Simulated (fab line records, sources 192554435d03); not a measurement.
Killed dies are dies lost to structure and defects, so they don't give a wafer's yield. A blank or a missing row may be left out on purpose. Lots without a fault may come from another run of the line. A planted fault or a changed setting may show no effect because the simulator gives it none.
Which tool did it? | flow n5_finfet | 10 lots, 30 wafers sampled, at 4 steps of a route of 1938

WHAT THE GAUGES READ, wafer by wafer
N5_BEOL_M12_INSPECT_55: inspects for defects (darkfield).
lot  | measured     | on                | raw_defect_count
L980 | day 11 10:58 | defect_inspect-01 | 52 49 54
L978 | day 11 13:23 | defect_inspect-01 | 47 35 42
L981 | day 11 19:05 | defect_inspect-01 | 166 73 63
L982 | day 12 21:41 | defect_inspect-02 | 100 44 117
L985 | day 13 02:59 | defect_inspect-02 | 57 51 34
L987 | day 13 13:35 | defect_inspect-02 | 57 75 57
L995 | day 15 07:47 | defect_inspect-02 | 467 422 424
L999 | day 16 02:31 | defect_inspect-02 | 57 42 46
L997 | day 16 11:13 | defect_inspect-02 | 415 493 494
L101 | day 17 05:53 | defect_inspect-01 | 50 56 43

WHICH TOOL RAN EACH LOT (tool, then ch and the chambers of the sampled wafers, then the start)
lot  | N5_BEOL_M12_TRENCH_ETCH_34         | N5_BEOL_M12_STRIP_37                 | N5_BEOL_M12_PRE_CLEAN_52
L980 | rie_diel-02 ch 0,1,3, day 11 08:47 | plasma_asher-02 ch 0,1, day 11 08:58 | pecvd-02 ch 0,1,2, day 11 10:51
L978 | rie_diel-01 ch 0,2,3, day 11 10:00 | plasma_asher-02 ch 0,1, day 11 10:13 | pecvd-02 ch 0,1, day 11 13:16
L981 | rie_diel-02 ch 0,2,3, day 11 15:53 | plasma_asher-02 ch 0,1, day 11 16:07 | pecvd-04 ch 0,1,2, day 11 18:58
L982 | rie_diel-04 ch 0,2,3, day 12 18:18 | plasma_asher-01 ch 0,1, day 12 18:29 | pecvd-02 ch 1,2, day 12 21:33
L985 | rie_diel-02 ch 0,1,3, day 13 00:35 | plasma_asher-01 ch 0,1, day 13 00:49 | pecvd-02 ch 0,2, day 13 02:53
L987 | rie_diel-04 ch 0,1,3, day 13 11:13 | plasma_asher-02 ch 0,1, day 13 11:24 | pecvd-02 ch 0,1, day 13 13:28
L995 | rie_diel-02 ch 1,2,3, day 15 03:25 | plasma_asher-02 ch 0,1, day 15 03:37 | pecvd-02 ch 0,1, day 15 07:41
L999 | rie_diel-02 ch 2,3, day 15 23:02   | plasma_asher-02 ch 0,1, day 15 23:13 | pecvd-01 ch 0,2, day 16 02:23
L997 | rie_diel-04 ch 0,3, day 16 07:42   | plasma_asher-02 ch 0,1, day 16 07:54 | pecvd-02 ch 0,2, day 16 11:06
L101 | rie_diel-02 ch 1,2, day 17 00:50   | plasma_asher-02 ch 0,1, day 17 01:03 | pecvd-01 ch 0,1,2, day 17 05:46
- N5_BEOL_M12_TRENCH_ETCH_34: etches SiOC in C4F8/O2/Ar, target depth 318.95 nm, time 125.5 s.
- N5_BEOL_M12_STRIP_37: strips in N2/H2.
- N5_BEOL_M12_PRE_CLEAN_52: time 15 s.

THE ANSWER, worked out from the rows above alone
Rule: what is usual is taken from the lots themselves. Put in order of their means at a reading, lots are off if they are a third of the lots or fewer, leave a main group of 4 or more, and stand apart from it by a gap of 3 or more times the standard deviation of the main group's means; of several such gaps the widest counts. A main group whose means are all the same, to the digits that the tables above print for the reading, isn't used. A lot without any number at a reading at which 4 lots or more have one is off too. The other lots that the step has rows for count as sound.
Off: L995, L997, at N5_BEOL_M12_INSPECT_55 (raw_defect_count). The main group: mean 61, standard deviation 20.
A tool fits if, at a process step before that reading, it ran every lot that is off, and no sound lot after the first of them. The gauges at N5_BEOL_M12_INSPECT_55 are tried like those tools. One fits: pecvd-02 at N5_BEOL_M12_PRE_CLEAN_52. Its last sound lot is L987 (day 13 13:28), its first lot that is off L995 (day 15 07:41): a fault that began between those two fits.

WHAT THE SIMULATOR HAD PUT IN
Chamber particle source: pecvd-02, from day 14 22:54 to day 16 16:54, at N5_BEOL_M12_PRE_CLEAN_52. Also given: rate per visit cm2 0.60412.
Lots struck among those shown: L995, L997. The rule above found the same.
